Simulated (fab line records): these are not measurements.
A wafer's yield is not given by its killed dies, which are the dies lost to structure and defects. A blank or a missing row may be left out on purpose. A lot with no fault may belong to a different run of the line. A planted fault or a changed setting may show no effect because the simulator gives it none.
Chamber matching	flow n5Finfet	N5_BEOL_M5_STRIP_36 on rieDiel-02: 4 sister chambers
The step strips in N2/H2. 24 wafers are shown with their chamber, then 12 later ones without.

== WAFERS WITH THEIR CHAMBER ==
wafer	chamber	showerheadPlenumPTorr (Torr)	drypumpMotorCurrentA (A)	throttleValvePct (%)
L075.1	2	2.33	6.0	23.9
L075.3	3	2.67	5.6	23.4
L075.4	1	2.40	4.9	23.2
L077.2	1	2.40	4.9	23.2
L077.5	3	2.67	5.6	23.4
L077.6	2	2.33	6.0	23.9
L082.3	0	2.54	5.3	24.1
L082.4	3	2.67	5.6	23.4
L082.6	0	2.54	5.3	24.1
L083.2	1	2.40	4.9	23.2
L083.4	3	2.67	5.6	23.4
L083.5	3	2.67	5.6	23.4
L084.2	1	2.40	4.9	23.2
L084.5	2	2.33	6.1	23.9
L084.6	1	2.40	4.9	23.2
L087.4	3	2.66	5.6	23.4
L087.5	3	2.66	5.6	23.4
L087.6	2	2.33	6.1	23.9
L086.1	2	2.33	6.1	23.9
L086.3	3	2.66	5.6	23.4
L086.4	1	2.39	4.9	23.2
L089.1	0	2.54	5.3	24.2
L089.3	2	2.33	6.1	23.9
L089.4	3	2.66	5.6	23.4

SIGNATURES (averages over the wafers above)
reading	chamber 0	chamber 1	chamber 2	chamber 3	scatter within a chamber
showerheadPlenumPTorr	2.5400	2.3983	2.3300	2.6656	0.00391
drypumpMotorCurrentA	5.300	4.900	6.067	5.600	0.0258
throttleValvePct	24.133	23.200	23.900	23.400	0.0183
Rule: for a wafer and a chamber, the distance is found by dividing, reading by reading, the gap between the wafer's reading and the chamber's mean by the reading's scatter, squaring, summing and taking the root. If the next closest chamber is less than 2 further off than the closest, the wafer can't be placed; otherwise it belongs to the closest. The scatter is the square root of a quotient: the sum, over the shown wafers, of each reading's squared deviation from its chamber's mean, divided by wafers minus chambers.

== WAFERS MISSING THEIR CHAMBER ==
wafer	showerheadPlenumPTorr (Torr)	drypumpMotorCurrentA (A)	throttleValvePct (%)
L091.2	2.54	5.3	24.2
L091.3	2.32	6.1	23.9
L091.5	2.54	5.3	24.2
L092.4	2.66	5.6	23.4
L092.5	2.39	4.9	23.2
L092.6	2.53	5.3	24.2
L096.1	2.39	4.9	23.2
L096.3	2.65	5.6	23.5
L096.5	2.39	4.9	23.2
L097.3	2.53	5.3	24.2
L097.4	2.32	6.1	23.9
L097.6	2.53	5.3	24.2

== THE CHAMBER EACH PASSED THROUGH ==
wafer	from the rows above	in truth
L091.2	0	0
L091.3	2	2
L091.5	0	0
L092.4	3	3
L092.5	1	1
L092.6	0	0
L096.1	1	1
L096.3	3	3
L096.5	1	1
L097.3	0	0
L097.4	2	2
L097.6	0	0
12 of 12 placed correctly. Not placeable from these rows: 0. 0 placed wrongly.
